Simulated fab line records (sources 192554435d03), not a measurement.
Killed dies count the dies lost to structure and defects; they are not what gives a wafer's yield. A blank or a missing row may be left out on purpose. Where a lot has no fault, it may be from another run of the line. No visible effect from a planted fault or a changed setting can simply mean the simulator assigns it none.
Matching of chambers | flow n5_finfet | N5_BEOL_M4_STRIP_66 on rie_diel-01: 4 sister chambers
The step strips in CF4. 4 wafers are shown with their chamber, then 7 later ones without.

## EACH WAFER AND ITS CHAMBER
wafer  | chamber | drypump_motor_current_A (A)
L085.4 | 3       | 6.5
L085.5 | 0       | 5.6
L086.2 | 2       | 5.1
L086.4 | 1       | 5.8

## WAFERS WITH NO CHAMBER GIVEN
wafer  | drypump_motor_current_A (A)
L086.6 | 5.6
L091.3 | 6.5
L091.4 | 5.7
L091.6 | 5.1
L095.1 | 5.7
L095.4 | 5.6
L095.5 | 5.6

## EACH ONE'S CHAMBER
wafer  | from the rows above     | in truth
L086.6 | 0                       | 0
L091.3 | 3                       | 3
L091.4 | can't be placed: 1 or 0 | 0
L091.6 | 2                       | 2
L095.1 | can't be placed: 1 or 0 | 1
L095.4 | 0                       | 0
L095.5 | 0                       | 0
5 of 7 placed correctly. Cannot be placed on the basis of these rows: 2; the candidates contain the true chamber in 2. Placed wrongly: 0.
How it was worked out, from the rows above alone: a wafer's distance from a chamber is the root of the sum, over the readings, of the square of ((its reading less the chamber's mean) divided by the reading's scatter). If the next closest chamber is less than 2 further off than the closest, the wafer can't be placed; otherwise it belongs to the closest. Each chamber's mean is taken over the wafers shown for it. The scatter: root of mean squared gap, hidden wafer to nearest shown wafer, with one shown wafer a chamber.
